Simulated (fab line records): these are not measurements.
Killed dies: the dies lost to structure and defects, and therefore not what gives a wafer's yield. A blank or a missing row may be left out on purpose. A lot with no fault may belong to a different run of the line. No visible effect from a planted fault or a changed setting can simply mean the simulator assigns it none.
Chamber matching ; flow n5Finfet ; 4 sister chambers for N5_STI_FIN_REVEAL_ALD_00 on aldSin-02
The step deposits SiO2, target thk 1 nm, pulse time 1 s. 8 wafers are shown with their chamber, then 7 later ones without.

## WAFERS PAIRED WITH THEIR CHAMBERS
wafer;chamber;heaterPowerW (W);precursorPulseHeightRel
L075.1;1;466;0.996
L079.4;1;460;0.993
L080.5;2;484;1.020
L082.3;3;427;0.990
L082.4;0;513;1.008
L082.5;0;507;0.992
L085.3;3;432;0.978
L085.4;2;483;1.035

## WAFERS WHOSE CHAMBER IS MISSING
wafer;heaterPowerW (W);precursorPulseHeightRel
L085.6;436;1.025
L087.2;487;0.986
L087.4;467;0.975
L087.5;445;1.030
L096.1;510;1.027
L096.5;432;1.016
L096.6;480;0.996

## WHICH CHAMBER EACH ONE RAN IN
wafer;from the rows above;in truth
L085.6;3;3
L087.2;can't be placed: 2 or 0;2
L087.4;1;1
L087.5;can't be placed: 1 or 3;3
L096.1;0;0
L096.5;3;3
L096.6;can't be placed: 2 or 1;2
Placed correctly: 4 of 7. Unplaceable from these rows: 3, with the true chamber sitting among the candidates in 3. Number placed wrongly: 0.
How it was worked out, from the rows above alone: a wafer's distance from a chamber is the root of the sum, over the readings, of the square of ((its reading less the chamber's mean) divided by the reading's scatter). The wafer belongs to the nearest chamber; if the next one is less than 2 further off, it can't be placed. The mean given for a chamber averages the wafers shown for that chamber. The scatter: take each reading less its chamber's mean, square it, sum over the shown wafers, divide by the number of wafers less the number of chambers, and take the root.
